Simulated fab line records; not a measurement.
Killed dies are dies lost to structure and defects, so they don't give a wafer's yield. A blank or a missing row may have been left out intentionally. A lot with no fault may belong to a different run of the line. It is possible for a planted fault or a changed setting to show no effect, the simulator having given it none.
Chamber matching / flow n5-finfet / rie-diel-01 running N5_BEOL_M14_VIA_ETCH_16: 4 sister chambers
The step etches SiO2 in C4F8/O2/Ar, target depth 1231.3 nm. 4 wafers are shown with their chamber, then 6 later ones without.

== WAFERS, EACH WITH ITS CHAMBER ==
wafer=L331.1; chamber=2; drypump-motor-current-A (A)=6.4
wafer=L331.3; chamber=3; drypump-motor-current-A (A)=5.3
wafer=L332.5; chamber=1; drypump-motor-current-A (A)=5.1
wafer=L332.6; chamber=0; drypump-motor-current-A (A)=4.9

== WAFERS MISSING THEIR CHAMBER ==
wafer=L336.1; drypump-motor-current-A (A)=5.2
wafer=L336.4; drypump-motor-current-A (A)=4.9
wafer=L336.5; drypump-motor-current-A (A)=5.2
wafer=L337.1; drypump-motor-current-A (A)=6.5
wafer=L337.2; drypump-motor-current-A (A)=5.2
wafer=L337.5; drypump-motor-current-A (A)=4.9

== WHICH CHAMBER EACH WENT THROUGH ==
wafer=L336.1; from the rows above=can't be placed: 3 or 1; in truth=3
wafer=L336.4; from the rows above=0; in truth=0
wafer=L336.5; from the rows above=can't be placed: 3 or 1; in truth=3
wafer=L337.1; from the rows above=2; in truth=2
wafer=L337.2; from the rows above=can't be placed: 3 or 1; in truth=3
wafer=L337.5; from the rows above=0; in truth=0
Placed correctly: 3 of 6. Can't be placed from these rows: 3 (the true chamber is among the candidates in 3). Placed wrongly: 0.
How it was worked out, from the rows above alone: a wafer's distance from a chamber is the root of the sum, over the readings, of the square of ((its reading less the chamber's mean) divided by the reading's scatter). The wafer belongs to the nearest chamber; if the next one is less than 2 further off, it can't be placed. A chamber's mean is the mean of its shown wafers. The scatter (one wafer shown for each chamber): square how far every hidden wafer sits from the nearest shown wafer, average those squares and take the square root.
